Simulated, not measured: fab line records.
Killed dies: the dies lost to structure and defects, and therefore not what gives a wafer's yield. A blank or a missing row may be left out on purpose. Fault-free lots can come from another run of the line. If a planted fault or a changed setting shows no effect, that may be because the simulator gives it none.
Matching of chambers :: flow n5_finfet :: N5_BEOL_M0_CUTY_DESCUM_61 on rie_diel-04 has 4 sister chambers
The step chemistry O2, time 7.9 s. 8 wafers are shown with their chamber, then 12 later ones without.

EACH WAFER AND ITS CHAMBER
wafer: L076.2
chamber: 3
drypump_motor_current_A (A): 5.1
oes_product_au (a.u.): 0.71

wafer: L078.5
chamber: 3
drypump_motor_current_A (A): 5.2
oes_product_au (a.u.): 0.71

wafer: L078.6
chamber: 2
drypump_motor_current_A (A): 5.2
oes_product_au (a.u.): 0.71

wafer: L082.1
chamber: 2
drypump_motor_current_A (A): 5.2
oes_product_au (a.u.): 0.70

wafer: L086.5
chamber: 1
drypump_motor_current_A (A): 5.6
oes_product_au (a.u.): 0.89

wafer: L087.2
chamber: 0
drypump_motor_current_A (A): 6.1
oes_product_au (a.u.): 0.97

wafer: L087.4
chamber: 1
drypump_motor_current_A (A): 5.6
oes_product_au (a.u.): 0.90

wafer: L087.6
chamber: 0
drypump_motor_current_A (A): 6.1
oes_product_au (a.u.): 0.97

WAFERS WITH NO CHAMBER GIVEN
wafer: L090.3
drypump_motor_current_A (A): 5.2
oes_product_au (a.u.): 0.68

wafer: L090.5
drypump_motor_current_A (A): 6.1
oes_product_au (a.u.): 0.95

wafer: L090.6
drypump_motor_current_A (A): 5.5
oes_product_au (a.u.): 0.88

wafer: L091.1
drypump_motor_current_A (A): 6.1
oes_product_au (a.u.): 0.94

wafer: L091.2
drypump_motor_current_A (A): 5.1
oes_product_au (a.u.): 0.68

wafer: L091.3
drypump_motor_current_A (A): 5.5
oes_product_au (a.u.): 0.88

wafer: L094.1
drypump_motor_current_A (A): 5.2
oes_product_au (a.u.): 0.69

wafer: L094.5
drypump_motor_current_A (A): 5.1
oes_product_au (a.u.): 1.02

wafer: L094.6
drypump_motor_current_A (A): 6.1
oes_product_au (a.u.): 0.93

wafer: L097.3
drypump_motor_current_A (A): 5.2
oes_product_au (a.u.): 0.67

wafer: L097.4
drypump_motor_current_A (A): 5.1
oes_product_au (a.u.): 0.96

wafer: L097.5
drypump_motor_current_A (A): 5.2
oes_product_au (a.u.): 0.67

WHICH CHAMBER EACH ONE RAN IN
wafer: L090.3
from the rows above: can't be placed: 2 or 3
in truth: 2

wafer: L090.5
from the rows above: 0
in truth: 0

wafer: L090.6
from the rows above: 1
in truth: 1

wafer: L091.1
from the rows above: 0
in truth: 0

wafer: L091.2
from the rows above: can't be placed: 2 or 3
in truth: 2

wafer: L091.3
from the rows above: 1
in truth: 1

wafer: L094.1
from the rows above: can't be placed: 2 or 3
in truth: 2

wafer: L094.5
from the rows above: can't be placed: 1 or 0
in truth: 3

wafer: L094.6
from the rows above: 0
in truth: 0

wafer: L097.3
from the rows above: can't be placed: 2 or 3
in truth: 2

wafer: L097.4
from the rows above: 1
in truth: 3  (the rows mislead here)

wafer: L097.5
from the rows above: can't be placed: 2 or 3
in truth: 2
5 of 12 placed correctly. Unplaceable from these rows: 6, with the true chamber sitting among the candidates in 5. Number placed wrongly: 1.
How it was worked out, from the rows above alone: a wafer's distance from a chamber is the root of the sum, over the readings, of the square of ((its reading less the chamber's mean) divided by the reading's scatter). If the next closest chamber is less than 2 further off than the closest, the wafer can't be placed; otherwise it belongs to the closest. Each chamber's mean is taken over the wafers shown for it. The scatter is the square root of a quotient: the sum, over the shown wafers, of each reading's squared deviation from its chamber's mean, divided by wafers minus chambers.
